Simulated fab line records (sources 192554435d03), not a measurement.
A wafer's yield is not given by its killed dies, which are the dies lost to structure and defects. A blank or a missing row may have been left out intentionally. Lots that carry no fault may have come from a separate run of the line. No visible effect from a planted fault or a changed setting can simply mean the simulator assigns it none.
A struck lot beside a sound one    flow n5Finfet    40 steps out of a route of 1938
Sound: the wafers L643.2, L643.4, L643.6. Wafers L646.1, L646.2, L646.6 were the ones struck. The cause is named last.
For every step that has rows: the tool of each side, followed by ch and its chambers, followed by its first start. Under that, the readings that differ: sound wafers    struck wafers    difference of the means    sigmas: that difference in standard deviations of wafers without a fault.
alike: readings with means less than 2 such deviations apart, plus words and numbers identical on both sides. not compared: withheld readings, readings lacking a value on some wafer, bounds such as >300 that could conceal the same value, and numbers that have no deviation in the record and whose values overlap.
A row with sigmas, a row that says differs or no value, or rows on one side alone: a step with any of these is where the two part. Numbers that have no deviation but don't overlap get no sigmas and don't part them. Lack of a reading on every wafer of one side parts them only where that side has two or more wafers.

first, 12 steps without rows for these wafers: N5_HKMG_FIN_STRIP_34 (strips in CF4); N5_HKMG_FIN_ETCH_35 (etches SOC in N2/H2, target depth 215.8 nm, time 243.4 s); N5_HKMG_FIN_STRIP_92 (strips SOC in N2/H2, time 20 s); N5_HKMG_FIN_WET_ETCH_18 (etches TiN in SC1, time 55 s, target depth 5.2 nm, rinse time 30 s); N5_HKMG_FIN_STRIP_19 (strips in N2/H2, time 360 s); N5_HKMG_FIN_ALD_91 (deposits TiN, target thk 1 nm, pulse time 1 s, purge time 3 s); N5_HKMG_FIN_COAT_85 (time 60 s, resist thk 300 nm); N5_HKMG_FIN_ETCH_86 (etches SOC in N2/H2, stops on TiN, target depth 393.2 nm); N5_HKMG_FIN_STRIP_89 (strips SOC in N2/H2, time 20 s); N5_HKMG_FIN_WET_ETCH_87 (etches TiN in SC1, time 154.2 s, target depth 4.7 nm, rinse time 30 s); N5_HKMG_FIN_STRIP_88 (strips in N2/H2, time 360 s); N5_HKMG_FIN_NWFM_ALD_20 (deposits TiAlC, target thk 2 nm, pulse time 3 s, purge time 2 s).
N5_HKMG_FIN_ALD_71: deposits TiN, target thk 1 nm, pulse time 1 s, purge time 3 s.
  sound on aldMetal-02 ch 0,1,3, day 6 05:11; struck on aldMetal-02 ch 0,2,3, day 6 19:31
  alike: heaterPowerW, precursorPulseHeightRel, susceptorTempC
then, 26 steps without rows for these wafers: N5_HKMG_FIN_COAT_66 (time 60 s, resist thk 300 nm); N5_HKMG_FIN_ETCH_67 (etches SOC in N2/H2, stops on TiN, target depth 388.9 nm); N5_HKMG_FIN_STRIP_90 (strips SOC in N2/H2, time 20 s); N5_HKMG_FIN_WET_ETCH_73 (etches the open film in SC1, time 42.3 s, target depth 1.3 nm, rinse time 30 s); N5_HKMG_FIN_ETCHBACK_68 (etches the open film in Cl2/Ar, stops on HfO2, target depth 0.5 nm); N5_HKMG_FIN_STRIP_69 (strips in N2/H2, time 360 s); N5_HKMG_FIN_ALD_21 (deposits TiN, target thk 1.5 nm, pulse time 1 s, purge time 3 s); N5_HKMG_FIN_ALD_72 (deposits W, target thk 2 nm, pulse time 1 s, purge time 2 s); N5_HKMG_FIN_W_FILL_22 (material W, target thk 60 nm, time 18.2 s); N5_HKMG_FIN_PRECLEAN_83 (cleans in DIW, time 57.5 s); N5_HKMG_FIN_SRD_84 (dry time 32 s); N5_HKMG_FIN_CMP_23 (polishes, stops on SiNx, t overpolish 10 s, target thk 46.326 nm); N5_HKMG_FIN_CMP_94 (polishes, stops on SiNx, t overpolish 4.7 s, target thk 43.299 nm); N5_GATE_CUT_ETCHBACK_00 (etches W in SF6/Cl2); N5_GATE_CUT_ETCH_56 (etches TiN in Cl2/Ar, target depth 21.6 nm); N5_GATE_CUT_ETCHBACK_30 (etches TiN in Cl2/Ar, target depth 3 nm); N5_GATE_CUT_VAPOR_ETCH_60 (etches HfO2 in BCl3/Cl2); N5_GATE_CUT_ETCH_58 (etches SiNx in CH3F/O2, target depth 17 nm, time 128.6 s); N5_GATE_CUT_STRIP_59 (strips in N2/H2, time 20 s); N5_GATE_CUT_PRECLEAN_31 (cleans in DIW, time 300 s); N5_GATE_CUT_SRD_32 (time 30 s); N5_GATE_CUT_SAC_CAP_01 (material SiNx, target thk 24 nm, pulse time 1 s, ald cycles 480); N5_GATE_CUT_PECVD_57 (deposits SiNx from SiH4/NH3/N2, target thk 21 nm); N5_GATE_CUT_CMP_02 (polishes, stops on SiO2, t overpolish 12.7 s, target thk 0 nm); N5_GATE_CUT_HM_DEP_46 (deposits SiO2 from TEOS/O2, target thk 130 nm, time 26.6 s); N5_GATE_CUT_COAT_34 (time 60 s, resist thk 60 nm).
-- here the record skips 8 days between the struck wafers' starts before and after, leaving off in module GATE_CUT and picking up in module PASSIVATION (first step shown: number 1936 of the route) --
N5_PASSIVATION_PROBE_49:
  record: rows for the struck wafers here (prober-01, day 14 19:01), none for the sound ones

WHERE THEY PART
Only at N5_PASSIVATION_PROBE_49, within this record.

WHY: the cause the simulator had injected
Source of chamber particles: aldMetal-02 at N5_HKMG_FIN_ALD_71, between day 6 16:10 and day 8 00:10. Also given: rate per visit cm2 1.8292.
